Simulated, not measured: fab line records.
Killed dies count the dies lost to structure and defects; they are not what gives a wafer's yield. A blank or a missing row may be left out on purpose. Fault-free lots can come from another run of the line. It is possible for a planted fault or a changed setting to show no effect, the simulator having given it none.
Chamber matching :: flow n5 finfet :: rie diel-03 running N5_FIN_SAQP_DESCUM_21: 4 sister chambers
The step chemistry O2, time 7.9 s. 16 wafers are shown with their chamber, then 8 later ones without.

== WAFERS, EACH WITH ITS CHAMBER ==
wafer: L075.3
chamber: 0
showerhead plenum p Torr (Torr): 2.08
drypump motor current A (A): 5.8
oes product au (a.u.): 0.70

wafer: L075.4
chamber: 2
showerhead plenum p Torr (Torr): 2.17
drypump motor current A (A): 5.3
oes product au (a.u.): 0.74

wafer: L075.6
chamber: 2
showerhead plenum p Torr (Torr): 2.17
drypump motor current A (A): 5.4
oes product au (a.u.): 0.74

wafer: L077.4
chamber: 3
showerhead plenum p Torr (Torr): 2.15
drypump motor current A (A): 5.5
oes product au (a.u.): 0.67

wafer: L077.5
chamber: 0
showerhead plenum p Torr (Torr): 2.08
drypump motor current A (A): 5.8
oes product au (a.u.): 0.71

wafer: L077.6
chamber: 1
showerhead plenum p Torr (Torr): 2.15
drypump motor current A (A): 6.3
oes product au (a.u.): 0.90

wafer: L080.2
chamber: 3
showerhead plenum p Torr (Torr): 2.15
drypump motor current A (A): 5.4
oes product au (a.u.): 0.67

wafer: L080.3
chamber: 2
showerhead plenum p Torr (Torr): 2.17
drypump motor current A (A): 5.3
oes product au (a.u.): 0.73

wafer: L080.6
chamber: 1
showerhead plenum p Torr (Torr): 2.15
drypump motor current A (A): 6.3
oes product au (a.u.): 0.89

wafer: L083.1
chamber: 2
showerhead plenum p Torr (Torr): 2.17
drypump motor current A (A): 5.3
oes product au (a.u.): 0.72

wafer: L083.2
chamber: 3
showerhead plenum p Torr (Torr): 2.15
drypump motor current A (A): 5.5
oes product au (a.u.): 0.66

wafer: L083.4
chamber: 0
showerhead plenum p Torr (Torr): 2.07
drypump motor current A (A): 5.8
oes product au (a.u.): 0.69

wafer: L088.1
chamber: 1
showerhead plenum p Torr (Torr): 2.15
drypump motor current A (A): 6.4
oes product au (a.u.): 0.88

wafer: L088.5
chamber: 0
showerhead plenum p Torr (Torr): 2.07
drypump motor current A (A): 5.8
oes product au (a.u.): 0.68

wafer: L088.6
chamber: 1
showerhead plenum p Torr (Torr): 2.15
drypump motor current A (A): 6.3
oes product au (a.u.): 0.86

wafer: L089.3
chamber: 2
showerhead plenum p Torr (Torr): 2.16
drypump motor current A (A): 5.3
oes product au (a.u.): 0.70

SIGNATURES (averages over the wafers above)
reading: showerhead plenum p Torr
chamber 0: 2.0750
chamber 1: 2.1500
chamber 2: 2.1680
chamber 3: 2.1500
scatter within a chamber: 0.00387

reading: drypump motor current A
chamber 0: 5.800
chamber 1: 6.325
chamber 2: 5.320
chamber 3: 5.467
scatter within a chamber: 0.043

reading: oes product au
chamber 0: 0.6950
chamber 1: 0.8825
chamber 2: 0.7260
chamber 3: 0.6667
scatter within a chamber: 0.0146
Rule: for each reading, subtract the chamber's mean from the wafer's reading, divide by that reading's scatter and square the result; add these up over the readings and take the root, which gives the wafer's distance from the chamber. The wafer belongs to the nearest chamber; if the next one is less than 2 further off, it can't be placed. How the scatter is found: for the shown wafers, subtract from each reading the mean of its chamber, square and add these, divide the total by (wafers less chambers), then take the root.

== WAFERS MISSING THEIR CHAMBER ==
wafer: L089.4
showerhead plenum p Torr (Torr): 2.07
drypump motor current A (A): 5.8
oes product au (a.u.): 0.67

wafer: L089.6
showerhead plenum p Torr (Torr): 2.15
drypump motor current A (A): 6.4
oes product au (a.u.): 0.85

wafer: L090.2
showerhead plenum p Torr (Torr): 2.16
drypump motor current A (A): 5.4
oes product au (a.u.): 0.70

wafer: L090.4
showerhead plenum p Torr (Torr): 2.06
drypump motor current A (A): 5.8
oes product au (a.u.): 0.67

wafer: L090.5
showerhead plenum p Torr (Torr): 2.15
drypump motor current A (A): 6.3
oes product au (a.u.): 0.85

wafer: L094.2
showerhead plenum p Torr (Torr): 2.06
drypump motor current A (A): 5.8
oes product au (a.u.): 0.66

wafer: L094.3
showerhead plenum p Torr (Torr): 2.16
drypump motor current A (A): 5.4
oes product au (a.u.): 0.70

wafer: L094.5
showerhead plenum p Torr (Torr): 2.14
drypump motor current A (A): 5.5
oes product au (a.u.): 0.96

== CHAMBER TAKEN BY EACH ==
wafer: L089.4
from the rows above: 0
in truth: 0

wafer: L089.6
from the rows above: 1
in truth: 1

wafer: L090.2
from the rows above: can't be placed: 2 or 3
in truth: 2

wafer: L090.4
from the rows above: 0
in truth: 0

wafer: L090.5
from the rows above: 1
in truth: 1

wafer: L094.2
from the rows above: 0
in truth: 0

wafer: L094.3
from the rows above: can't be placed: 2 or 3
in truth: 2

wafer: L094.5
from the rows above: 2
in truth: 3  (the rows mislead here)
Placed correctly: 5 of 8. These rows do not allow placing 2 (true chamber among the candidates in 2). Wrongly placed: 1.
